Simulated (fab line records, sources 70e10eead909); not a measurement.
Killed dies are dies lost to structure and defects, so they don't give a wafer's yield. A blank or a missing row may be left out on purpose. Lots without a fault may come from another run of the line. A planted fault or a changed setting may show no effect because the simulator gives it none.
Chamber matching | flow nand_harc | NHARC_A_STAIRCASE_ETCH_444 on rie_diel-01: 4 sister chambers
The step etches the open film in C4F8/O2, target depth 20400 nm, time 6800 s. 16 wafers are shown with their chamber, then 8 later ones without.

WAFERS WITH THEIR CHAMBER
wafer  | chamber | rf_vpp_V (V) | oes_product_au (a.u.)
L076.2 | 1       | 800          | 0.925
L076.3 | 3       | 803          | 0.922
L076.4 | 2       | 812          | 0.920
L079.2 | 0       | 815          | 0.917
L079.5 | 0       | 816          | 0.914
L079.6 | 1       | 800          | 0.917
L079.1 | 2       | 812          | 0.919
L079.3 | 3       | 803          | 0.916
L079.4 | 1       | 799          | 0.915
L087.3 | 0       | 814          | 0.928
L087.4 | 2       | 812          | 0.926
L087.6 | 0       | 815          | 0.923
L089.1 | 2       | 813          | 0.927
L089.2 | 0       | 814          | 0.937
L089.6 | 2       | 813          | 0.938
L091.3 | 0       | 813          | 0.977

SIGNATURES (means of the wafers above)
reading        | chamber 0 | chamber 1 | chamber 2 | chamber 3 | scatter within a chamber
rf_vpp_V       | 814.50    | 799.67    | 812.40    | 803.00    | 0.784
oes_product_au | 0.93267   | 0.91900   | 0.92600   | 0.91900   | 0.0158
Rule: a wafer's distance from a chamber is the root of the sum, over the readings, of the square of ((its reading less the chamber's mean) divided by the reading's scatter). The wafer belongs to the nearest chamber; if the next one is less than 2 further off, it can't be placed. The scatter: the root of (the sum of the squares of (reading less its chamber's mean) over the shown wafers, divided by (wafers less chambers)).

WAFERS WITHOUT THEIR CHAMBER
wafer  | rf_vpp_V (V) | oes_product_au (a.u.)
L091.4 | 816          | 0.974
L091.6 | 801          | 0.964
L093.4 | 814          | 0.958
L093.5 | 814          | 0.981
L093.6 | 814          | 0.959
L094.1 | 815          | 0.922
L094.2 | 813          | 0.924
L094.4 | 815          | 0.910

WHICH CHAMBER EACH WENT THROUGH
wafer  | from the rows above     | in truth
L091.4 | 0                       | 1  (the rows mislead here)
L091.6 | can't be placed: 1 or 3 | 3
L093.4 | can't be placed: 0 or 2 | 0
L093.5 | can't be placed: 0 or 2 | 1
L093.6 | can't be placed: 0 or 2 | 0
L094.1 | 0                       | 0
L094.2 | can't be placed: 2 or 0 | 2
L094.4 | can't be placed: 0 or 2 | 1
Placed correctly: 1 of 8. Can't be placed from these rows: 6 (the true chamber is among the candidates in 4). Placed wrongly: 1.
